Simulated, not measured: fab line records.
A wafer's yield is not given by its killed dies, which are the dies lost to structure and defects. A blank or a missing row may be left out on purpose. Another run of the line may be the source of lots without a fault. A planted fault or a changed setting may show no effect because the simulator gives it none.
Split-lot experiment :: flow n5_finfet :: 21 wafers read from 7 lots, route of 1938 steps

SPLIT DETAILS
At N5_BEOL_M14_SPUTTER_43 (material TaN, target thk 15 nm, time 24.19 s), the setting time_s was moved away from the recipe's 24.19 s on 5 of the 21 wafers read, by -11.2% to +6.6%. For the rest of the wafers, this setting stayed at what the recipe calls for.

The split's own step is where the reading is taken.

THE READING
TaN_of_BEOL_M14_SPUTTER_43.thk_nm (the simulator's own value, which no gauge read), in nm, at N5_BEOL_M14_SPUTTER_43 (material TaN, target thk 15 nm, time 24.19 s). The file gives no usual value for it. Average 15.0 nm, standard deviation 0.16 nm, over the 16 wafers here run with the recipe.

wafer: L076.1
tool, chamber at the split: pvd_sputter-03, -
time_s as run, s: 22.43
against the recipe: -7.3%
TaN_of_BEOL_M14_SPUTTER_43.thk_nm, nm: 14
against lot-mates on the recipe: -0.9

wafer: L076.3
tool, chamber at the split: pvd_sputter-03, -
time_s as run, s: 24.19
against the recipe: recipe
TaN_of_BEOL_M14_SPUTTER_43.thk_nm, nm: 14.8
against lot-mates on the recipe: -

wafer: L076.4
tool, chamber at the split: pvd_sputter-03, -
time_s as run, s: 24.19
against the recipe: recipe
TaN_of_BEOL_M14_SPUTTER_43.thk_nm, nm: 15
against lot-mates on the recipe: -

wafer: L075.1
tool, chamber at the split: pvd_sputter-01, -
time_s as run, s: 25.78
against the recipe: +6.6%
TaN_of_BEOL_M14_SPUTTER_43.thk_nm, nm: 16
against lot-mates on the recipe: +0.9

wafer: L075.3
tool, chamber at the split: pvd_sputter-01, -
time_s as run, s: 24.19
against the recipe: recipe
TaN_of_BEOL_M14_SPUTTER_43.thk_nm, nm: 15.2
against lot-mates on the recipe: -

wafer: L075.5
tool, chamber at the split: pvd_sputter-01, -
time_s as run, s: 24.19
against the recipe: recipe
TaN_of_BEOL_M14_SPUTTER_43.thk_nm, nm: 15
against lot-mates on the recipe: -

wafer: L077.2
tool, chamber at the split: pvd_sputter-02, -
time_s as run, s: 24.19
against the recipe: recipe
TaN_of_BEOL_M14_SPUTTER_43.thk_nm, nm: 15
against lot-mates on the recipe: -

wafer: L077.3
tool, chamber at the split: pvd_sputter-02, -
time_s as run, s: 24.19
against the recipe: recipe
TaN_of_BEOL_M14_SPUTTER_43.thk_nm, nm: 15.2
against lot-mates on the recipe: -

wafer: L077.6
tool, chamber at the split: pvd_sputter-02, -
time_s as run, s: 24.19
against the recipe: recipe
TaN_of_BEOL_M14_SPUTTER_43.thk_nm, nm: 15.2
against lot-mates on the recipe: -

wafer: L079.4
tool, chamber at the split: pvd_sputter-03, -
time_s as run, s: 21.94
against the recipe: -9.3%
TaN_of_BEOL_M14_SPUTTER_43.thk_nm, nm: 13.6
against lot-mates on the recipe: -1.2

wafer: L079.5
tool, chamber at the split: pvd_sputter-03, -
time_s as run, s: 21.94
against the recipe: -9.3%
TaN_of_BEOL_M14_SPUTTER_43.thk_nm, nm: 13.6
against lot-mates on the recipe: -1.2

wafer: L079.6
tool, chamber at the split: pvd_sputter-03, -
time_s as run, s: 24.19
against the recipe: recipe
TaN_of_BEOL_M14_SPUTTER_43.thk_nm, nm: 14.8
against lot-mates on the recipe: -

wafer: L080.1
tool, chamber at the split: pvd_sputter-02, -
time_s as run, s: 21.48
against the recipe: -11.2%
TaN_of_BEOL_M14_SPUTTER_43.thk_nm, nm: 13.2
against lot-mates on the recipe: -1.9

wafer: L080.3
tool, chamber at the split: pvd_sputter-02, -
time_s as run, s: 24.19
against the recipe: recipe
TaN_of_BEOL_M14_SPUTTER_43.thk_nm, nm: 15
against lot-mates on the recipe: -

wafer: L080.4
tool, chamber at the split: pvd_sputter-02, -
time_s as run, s: 24.19
against the recipe: recipe
TaN_of_BEOL_M14_SPUTTER_43.thk_nm, nm: 15.2
against lot-mates on the recipe: -

wafer: L082.4
tool, chamber at the split: pvd_sputter-02, -
time_s as run, s: 24.19
against the recipe: recipe
TaN_of_BEOL_M14_SPUTTER_43.thk_nm, nm: 14.8
against lot-mates on the recipe: -

wafer: L082.5
tool, chamber at the split: pvd_sputter-02, -
time_s as run, s: 24.19
against the recipe: recipe
TaN_of_BEOL_M14_SPUTTER_43.thk_nm, nm: 14.8
against lot-mates on the recipe: -

wafer: L082.6
tool, chamber at the split: pvd_sputter-02, -
time_s as run, s: 24.19
against the recipe: recipe
TaN_of_BEOL_M14_SPUTTER_43.thk_nm, nm: 15
against lot-mates on the recipe: -

wafer: L088.2
tool, chamber at the split: pvd_sputter-03, -
time_s as run, s: 24.19
against the recipe: recipe
TaN_of_BEOL_M14_SPUTTER_43.thk_nm, nm: 15.2
against lot-mates on the recipe: -

wafer: L088.4
tool, chamber at the split: pvd_sputter-03, -
time_s as run, s: 24.19
against the recipe: recipe
TaN_of_BEOL_M14_SPUTTER_43.thk_nm, nm: 15.2
against lot-mates on the recipe: -

wafer: L088.5
tool, chamber at the split: pvd_sputter-03, -
time_s as run, s: 24.19
against the recipe: recipe
TaN_of_BEOL_M14_SPUTTER_43.thk_nm, nm: 15
against lot-mates on the recipe: -

THE FIT
A straight line over all 21 wafers: TaN_of_BEOL_M14_SPUTTER_43.thk_nm changes by +0.154 nm for each +1% of time_s; r = +0.98; the points scatter about the line by 0.15 nm.
The same after taking each lot's own level away (the mean of its wafers on the recipe; 21 wafers): +0.142 nm for each +1%; r = +0.98; scatter 0.12 nm.
Per that fit: largest time_s move, reading shift of 1.6 nm.
Measured against the standard deviation above, the lots' own levels, which go from 14.80 to 15.13 nm, span 2.1 times it.
So the lot-to-lot level changes the slope little: the two slopes agree.
Check: with one of the wafers moved furthest among these (-11.2%) left out of the fit, the line predicts -1.45 nm for it against its lot-mates. Against them it came out at -1.9 nm.

ADDITIONAL SPLITS CARRIED BY THESE WAFERS
Note: prior to the reading, these wafers also went through further splits. Each is held against what the fit with the lots' levels taken away leaves over:
other split on the same wafers: N5_BEOL_M11_COAT_22 spin_rpm
wafers away from the commonest value: 4
r with TaN_of_BEOL_M14_SPUTTER_43.thk_nm (lot level and that fit taken away): +0.32

other split on the same wafers: N5_BEOL_M12_COAT_04 spin_rpm
wafers away from the commonest value: 9
r with TaN_of_BEOL_M14_SPUTTER_43.thk_nm (lot level and that fit taken away): +0.62

other split on the same wafers: N5_BEOL_M12_SPUTTER_44 time_s
wafers away from the commonest value: 4
r with TaN_of_BEOL_M14_SPUTTER_43.thk_nm (lot level and that fit taken away): +0.28

other split on the same wafers: N5_BEOL_M14_PEB_26 peb_temp_c
wafers away from the commonest value: 5
r with TaN_of_BEOL_M14_SPUTTER_43.thk_nm (lot level and that fit taken away): +0.22

other split on the same wafers: N5_BEOL_M14_DEVELOP_27 develop_time_s
wafers away from the commonest value: 3
r with TaN_of_BEOL_M14_SPUTTER_43.thk_nm (lot level and that fit taken away): -0.05

other split on the same wafers: N5_BEOL_M14_ETCH_68 time_s
wafers away from the commonest value: 8
r with TaN_of_BEOL_M14_SPUTTER_43.thk_nm (lot level and that fit taken away): +0.21

THE FILE'S OWN FIT
TaN_of_BEOL_M14_SPUTTER_43.thk_nm changes by +0.146 nm for each +1% of time_s, r = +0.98.
